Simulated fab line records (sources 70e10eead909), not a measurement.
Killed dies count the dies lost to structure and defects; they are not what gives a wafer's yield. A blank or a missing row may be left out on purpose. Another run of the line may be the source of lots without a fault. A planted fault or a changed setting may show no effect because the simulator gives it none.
Which tool was responsible?    flow nand_harc    7 lots (21 wafers sampled), 1 step of a 1159-step route

WHAT THE GAUGES SHOWED, per wafer
NHARC_A_CONTACT_CD_MEAS_15.
lot   measured      on         cd_nm (nm)
L109  day 17 13:19  cd_sem-02  90.2 89.8 90.6
L111  day 18 19:49  cd_sem-03  90.1 89.5 89.6
L117  day 19 23:41  cd_sem-01  90.9 90.6 91.0
L119  day 20 19:50  cd_sem-02  89.6 89.7 90.2
L125  day 21 16:57  cd_sem-01  90.4 91.2 91.2
L126  day 22 15:08  cd_sem-02  88.7 88.9 88.9
L128  day 23 02:59  cd_sem-02  89.5 89.2 89.9

TOOL THAT RAN EACH LOT (tool first, then ch and the chambers of the sampled wafers, then the start)
The record holds no process step before these readings.

THE ANSWER, worked out from the rows above alone
Rule: what is usual is taken from the lots themselves. The widest of any qualifying gaps counts: lots, ordered by their means at a reading, are off when they make up no more than a third of the lots, leave a main group of 4 or more, and stand apart from it by 3 or more times the standard deviation of that group's means. A main group is skipped when, at the precision printed for the reading in the tables above, its means are all equal. A lot without any number at a reading at which 4 lots or more have one is off too. Where the step has rows for the other lots, those lots are counted as sound.
Across all readings shown, no lot is off: no conclusion can be drawn from this.

WHAT WAS PUT IN BY THE SIMULATOR
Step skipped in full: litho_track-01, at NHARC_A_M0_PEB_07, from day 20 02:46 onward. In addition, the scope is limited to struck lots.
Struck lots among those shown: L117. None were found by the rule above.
